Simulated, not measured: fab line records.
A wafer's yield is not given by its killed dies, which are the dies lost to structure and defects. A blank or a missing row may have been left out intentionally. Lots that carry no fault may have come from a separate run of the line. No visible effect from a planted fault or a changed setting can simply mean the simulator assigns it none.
Which tool did it?    flow n5-finfet    24 lots, 72 wafers sampled, at 6 steps of a route of 1938

== WHAT THE GAUGES READ, wafer by wafer ==
The record holds no reading of a measuring or inspecting step that can be judged against a usual standard deviation.

== WHAT TOOL EACH LOT RAN ON (gives the tool, then ch and the chambers of the sampled wafers, and finally the start) ==
lot   N5_BEOL_M3_ANNEAL_49          N5_BEOL_M3_ANNEAL_89          N5_BEOL_M3_ANNEAL_95          N5_BEOL_M3_SPUTTER_96         N5_BEOL_M4_ETCH_74                  N5_BEOL_M4_HM_OPEN_17
L075  pvd-sputter-03, day 11 11:26  pvd-sputter-03, day 11 12:19  pvd-sputter-03, day 11 12:59  pvd-sputter-03, day 11 13:07  rie-diel-06 ch 0,1,3, day 11 17:02  rie-metal-02 ch 0,1, day 11 17:16
L078  pvd-sputter-03, day 11 14:48  pvd-sputter-03, day 11 15:41  pvd-sputter-03, day 11 16:20  pvd-sputter-03, day 11 16:29  rie-diel-03 ch 1,3, day 11 19:05    rie-metal-02 ch 0,1, day 11 19:46
L077  pvd-sputter-02, day 12 01:58  pvd-sputter-02, day 12 02:51  pvd-sputter-02, day 12 03:31  pvd-sputter-02, day 12 03:39  rie-diel-03 ch 1,2, day 12 08:32    rie-metal-03 ch 1, day 12 08:47
L084  pvd-sputter-02, day 12 08:59  pvd-sputter-02, day 12 09:52  pvd-sputter-02, day 12 10:32  pvd-sputter-02, day 12 10:40  rie-diel-02 ch 0,1,3, day 12 14:10  rie-metal-02 ch 0,1, day 12 15:44
L079  pvd-sputter-03, day 12 11:53  pvd-sputter-03, day 12 12:46  pvd-sputter-03, day 12 13:25  pvd-sputter-03, day 12 13:34  rie-diel-06 ch 0,2,3, day 12 17:43  rie-metal-01 ch 0,1, day 12 17:56
L074  pvd-sputter-01, day 12 14:49  pvd-sputter-01, day 12 15:42  pvd-sputter-01, day 12 16:22  pvd-sputter-01, day 12 16:30  rie-diel-02 ch 0,3, day 12 19:08    rie-metal-03 ch 0,1, day 12 19:28
L076  pvd-sputter-01, day 13 10:31  pvd-sputter-01, day 13 11:24  pvd-sputter-01, day 13 12:04  pvd-sputter-01, day 13 12:12  rie-diel-06 ch 2,3, day 13 14:52    rie-metal-02 ch 1, day 13 15:04
L080  pvd-sputter-02, day 13 10:44  pvd-sputter-02, day 13 11:37  pvd-sputter-02, day 13 12:16  pvd-sputter-02, day 13 12:25  rie-diel-03 ch 0,1, day 13 14:56    rie-metal-03 ch 0,1, day 13 15:10
L083  pvd-sputter-01, day 13 17:04  pvd-sputter-01, day 13 17:56  pvd-sputter-01, day 13 18:36  pvd-sputter-01, day 13 18:44  rie-diel-06 ch 0,1,2, day 13 21:31  rie-metal-03 ch 0,1, day 13 21:44
L081  pvd-sputter-01, day 13 22:08  pvd-sputter-01, day 13 23:01  pvd-sputter-01, day 13 23:41  pvd-sputter-01, day 13 23:49  rie-diel-03 ch 1,2, day 14 03:58    rie-metal-01 ch 1, day 14 04:16
L082  pvd-sputter-01, day 14 07:08  pvd-sputter-01, day 14 08:01  pvd-sputter-01, day 14 08:40  pvd-sputter-01, day 14 08:49  rie-diel-03 ch 0,1,2, day 14 11:49  rie-metal-03 ch 0,1, day 14 12:03
L085  pvd-sputter-03, day 14 08:27  pvd-sputter-03, day 14 09:20  pvd-sputter-03, day 14 09:59  pvd-sputter-03, day 14 10:08  rie-diel-02 ch 0,2,3, day 14 13:00  rie-metal-03 ch 0,1, day 14 13:13
L087  pvd-sputter-02, day 14 14:46  pvd-sputter-02, day 14 15:39  pvd-sputter-02, day 14 16:19  pvd-sputter-02, day 14 16:27  rie-diel-02 ch 0,1, day 14 20:27    rie-metal-01 ch 1, day 14 20:43
L086  pvd-sputter-02, day 14 19:39  pvd-sputter-02, day 14 20:32  pvd-sputter-02, day 14 21:11  pvd-sputter-02, day 14 21:20  rie-diel-06 ch 0,2,3, day 15 01:39  rie-metal-03 ch 0,1, day 15 01:54
L088  pvd-sputter-03, day 14 20:57  pvd-sputter-03, day 14 21:50  pvd-sputter-03, day 14 22:29  pvd-sputter-03, day 14 22:38  rie-diel-03 ch 0,3, day 15 02:33    rie-metal-01 ch 0,1, day 15 02:47
L089  pvd-sputter-03, day 14 22:53  pvd-sputter-03, day 14 23:46  pvd-sputter-03, day 15 00:26  pvd-sputter-03, day 15 00:34  rie-diel-02 ch 0,2,3, day 15 03:00  rie-metal-03 ch 0,1, day 15 03:13
L090  pvd-sputter-03, day 15 03:07  pvd-sputter-03, day 15 04:00  pvd-sputter-03, day 15 04:40  pvd-sputter-03, day 15 04:48  rie-diel-06 ch 0,2, day 15 08:08    rie-metal-03 ch 0,1, day 15 10:01
L091  pvd-sputter-03, day 15 05:19  pvd-sputter-03, day 15 06:12  pvd-sputter-03, day 15 06:52  pvd-sputter-03, day 15 07:00  rie-diel-06 ch 0,2,3, day 15 11:20  rie-metal-03 ch 0,1, day 15 11:32
L093  pvd-sputter-01, day 16 13:54  pvd-sputter-01, day 16 14:47  pvd-sputter-01, day 16 15:26  pvd-sputter-01, day 16 15:35  rie-diel-02 ch 0,2,3, day 16 20:05  rie-metal-01 ch 0,1, day 16 20:19
L092  pvd-sputter-03, day 16 17:01  pvd-sputter-03, day 16 17:54  pvd-sputter-03, day 16 18:34  pvd-sputter-03, day 16 18:42  rie-diel-06 ch 0,3, day 16 21:26    rie-metal-01 ch 0,1, day 16 21:40
L094  pvd-sputter-02, day 16 23:46  pvd-sputter-02, day 17 00:39  pvd-sputter-02, day 17 01:19  pvd-sputter-02, day 17 01:27  rie-diel-02 ch 2,3, day 17 03:55    rie-metal-02 ch 0,1, day 17 04:10
L095  pvd-sputter-03, day 16 23:58  pvd-sputter-03, day 17 00:50  pvd-sputter-03, day 17 01:30  pvd-sputter-03, day 17 01:38  rie-diel-03 ch 2,3, day 17 04:00    rie-metal-01 ch 0,1, day 17 04:15
L096  pvd-sputter-02, day 17 01:37  pvd-sputter-02, day 17 02:29  pvd-sputter-02, day 17 03:09  pvd-sputter-02, day 17 03:17  rie-diel-03 ch 0,1,2, day 17 06:52  rie-metal-03 ch 0,1, day 17 07:05
L097  pvd-sputter-03, day 17 10:31  pvd-sputter-03, day 17 11:24  pvd-sputter-03, day 17 12:04  pvd-sputter-03, day 17 12:12  rie-diel-02 ch 1,2,3, day 17 15:27  rie-metal-02 ch 0,1, day 17 15:40
- N5_BEOL_M3_ANNEAL_49: time 240 s.
- N5_BEOL_M3_ANNEAL_89: time 240 s.
- N5_BEOL_M3_ANNEAL_95: time 240 s.
- N5_BEOL_M3_SPUTTER_96: material Cu, target thk 4.5 nm, time 8.29 s.
- N5_BEOL_M4_ETCH_74: etches underlayer in N2/H2, target depth 6.5 nm, time 5.2 s.
- N5_BEOL_M4_HM_OPEN_17: chemistry Cl2/BCl3, target TiN, target depth 20 nm, overetch 6 nm.

== WHAT THE TOOLS THEMSELVES READ (means of the sampled wafers that have a number; where no wafer has one, the mark that the record gives instead) ==
N5_BEOL_M3_ANNEAL_49.
lot   tool            heater-power-w (W)
L075  pvd-sputter-03  815
L078  pvd-sputter-03  791
L077  pvd-sputter-02  850
L084  pvd-sputter-02  871
L079  pvd-sputter-03  812
L074  pvd-sputter-01  794
L076  pvd-sputter-01  838
L080  pvd-sputter-02  818
L083  pvd-sputter-01  831
L081  pvd-sputter-01  756
L082  pvd-sputter-01  782
L085  pvd-sputter-03  881
L087  pvd-sputter-02  894
L086  pvd-sputter-02  841
L088  pvd-sputter-03  800
L089  pvd-sputter-03  823
L090  pvd-sputter-03  856
L091  pvd-sputter-03  814
L093  pvd-sputter-01  884
L092  pvd-sputter-03  821
L094  pvd-sputter-02  855
L095  pvd-sputter-03  879
L096  pvd-sputter-02  817
L097  pvd-sputter-03  757

N5_BEOL_M3_ANNEAL_89.
lot   tool            heater-power-w (W)
L075  pvd-sputter-03  816
L078  pvd-sputter-03  804
L077  pvd-sputter-02  829
L084  pvd-sputter-02  863
L079  pvd-sputter-03  808
L074  pvd-sputter-01  796
L076  pvd-sputter-01  839
L080  pvd-sputter-02  815
L083  pvd-sputter-01  816
L081  pvd-sputter-01  737
L082  pvd-sputter-01  795
L085  pvd-sputter-03  854
L087  pvd-sputter-02  894
L086  pvd-sputter-02  842
L088  pvd-sputter-03  794
L089  pvd-sputter-03  819
L090  pvd-sputter-03  848
L091  pvd-sputter-03  826
L093  pvd-sputter-01  869
L092  pvd-sputter-03  823
L094  pvd-sputter-02  875
L095  pvd-sputter-03  871
L096  pvd-sputter-02  816
L097  pvd-sputter-03  756

N5_BEOL_M3_ANNEAL_95.
lot   tool            heater-power-w (W)
L075  pvd-sputter-03  831
L078  pvd-sputter-03  810
L077  pvd-sputter-02  833
L084  pvd-sputter-02  867
L079  pvd-sputter-03  808
L074  pvd-sputter-01  775
L076  pvd-sputter-01  847
L080  pvd-sputter-02  817
L083  pvd-sputter-01  816
L081  pvd-sputter-01  745
L082  pvd-sputter-01  808
L085  pvd-sputter-03  864
L087  pvd-sputter-02  888
L086  pvd-sputter-02  837
L088  pvd-sputter-03  805
L089  pvd-sputter-03  822
L090  pvd-sputter-03  854
L091  pvd-sputter-03  819
L093  pvd-sputter-01  879
L092  pvd-sputter-03  829
L094  pvd-sputter-02  844
L095  pvd-sputter-03  873
L096  pvd-sputter-02  816
L097  pvd-sputter-03  771

N5_BEOL_M3_SPUTTER_96.
lot   tool            chamber-pressure-pa (Pa)  throttle-valve-pct (%)
L075  pvd-sputter-03  0.06998                   30.6
L078  pvd-sputter-03  0.06995                   29.8
L077  pvd-sputter-02  0.07002                   30.6
L084  pvd-sputter-02  0.07007                   30.7
L079  pvd-sputter-03  0.06991                   30.3
L074  pvd-sputter-01  0.06994                   28.5
L076  pvd-sputter-01  0.06992                   28.2
L080  pvd-sputter-02  0.06992                   30.4
L083  pvd-sputter-01  0.07001                   29.1
L081  pvd-sputter-01  0.07000                   30.2
L082  pvd-sputter-01  0.07001                   28.8
L085  pvd-sputter-03  0.06994                   30.6
L087  pvd-sputter-02  0.07001                   30.9
L086  pvd-sputter-02  0.06993                   30.4
L088  pvd-sputter-03  0.06987                   30.4
L089  pvd-sputter-03  0.06997                   29.7
L090  pvd-sputter-03  0.07011                   30.4
L091  pvd-sputter-03  0.07002                   30.2
L093  pvd-sputter-01  0.07010                   28.2
L092  pvd-sputter-03  0.07001                   30.2
L094  pvd-sputter-02  0.06987                   30.5
L095  pvd-sputter-03  0.06995                   30.7
L096  pvd-sputter-02  0.07000                   30.4
L097  pvd-sputter-03  0.07003                   30.1

N5_BEOL_M4_ETCH_74.
lot   tool         drypump-motor-current-A (A)  etch-rf-on-time-s (s)  h2-flow-sccm (sccm)  oes-product-au (a.u.)  rf-vpp-V (V)  showerhead-plenum-p-Torr (Torr)  throttle-valve-pct (%)
L075  rie-diel-06  5.7                          5.10                   199.7                0.73                   522           2.47                             17.88
L078  rie-diel-03  5.6                          5.16                   200.3                0.61                   523           2.56                             17.78
L077  rie-diel-03  5.8                          5.21                   199.6                0.61                   522           2.49                             17.76
L084  rie-diel-02  6.0                          5.44                   199.7                0.69                   526           2.61                             17.73
L079  rie-diel-06  5.4                          5.25                   200.4                0.65                   521           2.47                             17.99
L074  rie-diel-02  5.6                          5.22                   200.6                0.72                   525           2.57                             17.79
L076  rie-diel-06  5.7                          5.29                   199.7                0.61                   520           2.38                             18.08
L080  rie-diel-03  5.7                          5.15                   200.8                0.62                   525           2.59                             17.76
L083  rie-diel-06  5.4                          5.24                   199.9                0.70                   523           2.53                             17.97
L081  rie-diel-03  5.6                          5.08                   200.9                0.62                   523           2.55                             17.73
L082  rie-diel-03  5.8                          5.28                   200.0                0.59                   523           2.51                             17.85
L085  rie-diel-02  5.8                          5.20                   199.7                0.70                   523           2.57                             17.84
L087  rie-diel-02  6.4                          5.47                   199.8                0.65                   525           2.61                             17.79
L086  rie-diel-06  5.4                          5.24                   199.7                0.64                   521           2.47                             18.02
L088  rie-diel-03  6.0                          5.11                   199.9                0.73                   527           2.63                             17.73
L089  rie-diel-02  5.8                          5.23                   199.6                0.70                   525           2.57                             17.86
L090  rie-diel-06  5.1                          5.25                   199.3                0.64                   524           2.52                             18.09
L091  rie-diel-06  5.4                          5.22                   200.3                0.64                   522           2.46                             18.02
L093  rie-diel-02  5.8                          5.24                   199.4                0.68                   525           2.57                             17.88
L092  rie-diel-06  5.3                          5.15                   200.4                0.68                   522           2.49                             17.89
L094  rie-diel-02  5.5                          5.14                   200.1                0.70                   525           2.57                             17.91
L095  rie-diel-03  5.9                          5.13                   200.2                0.80                   529           2.70                             17.51
L096  rie-diel-03  5.8                          5.21                   199.9                0.66                   525           2.60                             17.75
L097  rie-diel-02  5.7                          5.24                   199.9                0.67                   525           2.60                             17.83

N5_BEOL_M4_HM_OPEN_17.
lot   tool          bcl3-flow-sccm (sccm)  drypump-motor-current-A (A)  oes-product-au (a.u.)  throttle-valve-pct (%)
L075  rie-metal-02  21.73                  5.9                          0.63                   22.0
L078  rie-metal-02  21.71                  5.9                          0.68                   22.0
L077  rie-metal-03  21.73                  5.5                          0.60                   22.5
L084  rie-metal-02  21.73                  5.9                          0.67                   22.0
L079  rie-metal-01  21.76                  5.2                          0.69                   22.0
L074  rie-metal-03  21.78                  5.7                          0.67                   22.3
L076  rie-metal-02  21.80                  6.0                          0.73                   22.1
L080  rie-metal-03  21.74                  5.7                          0.66                   22.3
L083  rie-metal-03  21.71                  5.7                          0.66                   22.3
L081  rie-metal-01  21.76                  4.9                          0.64                   22.0
L082  rie-metal-03  21.79                  5.9                          0.72                   22.0
L085  rie-metal-03  21.74                  5.7                          0.67                   22.3
L087  rie-metal-01  21.79                  5.0                          0.64                   22.0
L086  rie-metal-03  21.72                  5.9                          0.72                   22.0
L088  rie-metal-01  21.73                  5.5                          0.69                   21.9
L089  rie-metal-03  21.79                  5.9                          0.72                   22.0
L090  rie-metal-03  21.78                  5.7                          0.66                   22.3
L091  rie-metal-03  21.75                  5.9                          0.71                   22.0
L093  rie-metal-01  21.76                  5.5                          0.69                   21.9
L092  rie-metal-01  21.74                  5.5                          0.69                   21.9
L094  rie-metal-02  21.77                  5.8                          0.75                   21.8
L095  rie-metal-01  21.70                  5.2                          0.66                   22.0
L096  rie-metal-03  21.71                  5.9                          0.71                   22.1
L097  rie-metal-02  21.72                  5.9                          0.74                   21.9

== THE ANSWER, worked out from the rows above alone ==
Rule: the lots themselves supply what counts as usual. The widest of any qualifying gaps counts: lots, ordered by their means at a reading, are off when they make up no more than a third of the lots, leave a main group of 4 or more, and stand apart from it by 3 or more times the standard deviation of that group's means. The tables above print the reading to a certain number of digits; a main group whose means all agree to those digits is not used. A lot without any number at a reading at which 4 lots or more have one is off too. All remaining lots with rows at the step are treated as sound. First the gauges in route order, then the tools' own readings, where a lot's mean is used as printed above. The first step at which some lot is off is used, and at that step the reading that is off furthest; a lot without a number counts as furthest.
No lot is off on any of the readings shown, so nothing can be concluded from this.

== WHAT THE SIMULATOR HAD PUT IN ==
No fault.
